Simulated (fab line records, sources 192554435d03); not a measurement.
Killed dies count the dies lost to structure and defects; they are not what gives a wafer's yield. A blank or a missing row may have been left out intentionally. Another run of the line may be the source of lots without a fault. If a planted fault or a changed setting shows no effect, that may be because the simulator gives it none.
A lot that was struck, set against a sound lot	flow n5_finfet	16 steps out of a route of 1938
Sound: these wafers, L973.4, L973.5, L973.6. The struck wafers were L986.2, L986.4, L986.5. The cause is given at the end.
Per side, at each step with rows, come the tool, then ch with its chambers, and then its first start. Under that, the readings that differ: sound wafers	struck wafers	difference of the means	sigmas: that difference in standard deviations of wafers without a fault.
alike: readings whose means differ by less than 2 such deviations, and words and numbers that are the same on both sides. not compared: withheld readings, readings that some wafer has no value for, bounds like >300 that may hide the same value, and numbers for which the record gives no deviation and whose values overlap.
The two part at a step that has a row with sigmas, a row that says differs or no value, or rows on one side only. Numbers that don't overlap but have no deviation are shown without sigmas and don't part them. Lack of a reading on every wafer of one side parts them only where that side has two or more wafers.

N5_HKMG_FIN_STRIP_34: strips in CF4.
  sound on rie_diel-03 ch 0,1,2, day 5 05:22; struck on rie_diel-03 ch 1,3, day 8 10:47
  alike: bias_power_w, drypump_motor_current_A, oes_product_au, rf_vpp_V, showerhead_plenum_p_Torr, throttle_valve_pct
  not compared: rf_hours_counter_h
then, 4 steps without rows for these wafers: N5_HKMG_FIN_ETCH_35 (etches SOC in N2/H2, target depth 215.8 nm, time 243.4 s); N5_HKMG_FIN_STRIP_92 (strips SOC in N2/H2, time 20 s); N5_HKMG_FIN_WET_ETCH_18 (etches TiN in SC1, time 55 s, target depth 5.2 nm, rinse time 30 s); N5_HKMG_FIN_STRIP_19 (strips in N2/H2, time 360 s).
N5_HKMG_FIN_ALD_91: deposits TiN, target thk 1 nm, pulse time 1 s, purge time 3 s.
  sound on ald_metal-03 ch 0,1,2, day 5 06:04; struck on ald_metal-03 ch 0,2,3, day 8 11:30
  alike: heater_power_w, precursor_pulse_height_rel, susceptor_temp_C
  not compared: since_wet_clean_h
then, 1 step without rows for these wafers: N5_HKMG_FIN_COAT_85 (time 60 s, resist thk 300 nm).
N5_HKMG_FIN_ETCH_86: etches SOC in N2/H2, stops on TiN, target depth 393.2 nm.
  sound on rie_diel-03 ch 2,3, day 5 06:24; struck on rie_diel-03 ch 1,2, day 8 11:50
  alike: drypump_motor_current_A, oes_product_au, rf_vpp_V, showerhead_plenum_p_Torr, throttle_valve_pct
  not compared: rf_hours_counter_h
N5_HKMG_FIN_STRIP_89: strips SOC in N2/H2, time 20 s.
  sound on rie_diel-03 ch 2,3, day 5 06:28; struck on rie_diel-03 ch 1,2, day 8 11:54
  alike: bias_power_w, drypump_motor_current_A, oes_product_au, rf_vpp_V, showerhead_plenum_p_Torr, throttle_valve_pct
  not compared: rf_hours_counter_h
then, 2 steps without rows for these wafers: N5_HKMG_FIN_WET_ETCH_87 (etches TiN in SC1, time 154.2 s, target depth 4.7 nm, rinse time 30 s); N5_HKMG_FIN_STRIP_88 (strips in N2/H2, time 360 s).
N5_HKMG_FIN_NWFM_ALD_20: deposits TiAlC, target thk 2 nm, pulse time 3 s, purge time 2 s.
  sound on ald_metal-04 ch 0,2,3, day 5 07:05; struck on ald_metal-04 ch 0,1,3, day 8 12:28
  alike: heater_power_w, precursor_pulse_height_rel, susceptor_temp_C
  not compared: since_wet_clean_h
N5_HKMG_FIN_ALD_71: deposits TiN, target thk 1 nm, pulse time 1 s, purge time 3 s.
  sound on ald_metal-04 ch 0,2,3, day 5 07:16; struck on ald_metal-04 ch 0,1,3, day 8 12:34
reading	sound	struck	difference	sigmas
susceptor_temp_C (C)	399.97 399.52 399.63	392.46 393.04 393.06	-6.85	-29
  alike: heater_power_w, precursor_pulse_height_rel
  not compared: since_wet_clean_h
then, 1 step without rows for these wafers: N5_HKMG_FIN_COAT_66 (time 60 s, resist thk 300 nm).
-- the record jumps here: 4 days lie between the struck wafers' starts before and after (it left off in module HKMG_FIN and takes up again in module BEOL_M4, whose first step shown is number 1111 of the route) --
N5_BEOL_M4_RC_MEAS_101:
  sound on prober-02 ch 0, day 9 07:36; struck on prober-02 ch 0, day 12 08:26
  alike: DIBL_N, DIBL_P, IOFF_N, IOFF_P, ION_N, ION_P, SS_N, SS_P, VT_N, VT_P
N5_PASSIVATION_PROBE_49:
  sound wafers here have rows in the record (prober-02, day 13 18:54); struck ones have none

WHERE THEY PART
At N5_HKMG_FIN_ALD_71 first; at N5_PASSIVATION_PROBE_49 last (within this record only).

WHY: whatever the simulator had introduced
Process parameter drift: ald_metal-04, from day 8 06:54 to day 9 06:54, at N5_HKMG_FIN_ALD_71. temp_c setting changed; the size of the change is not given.
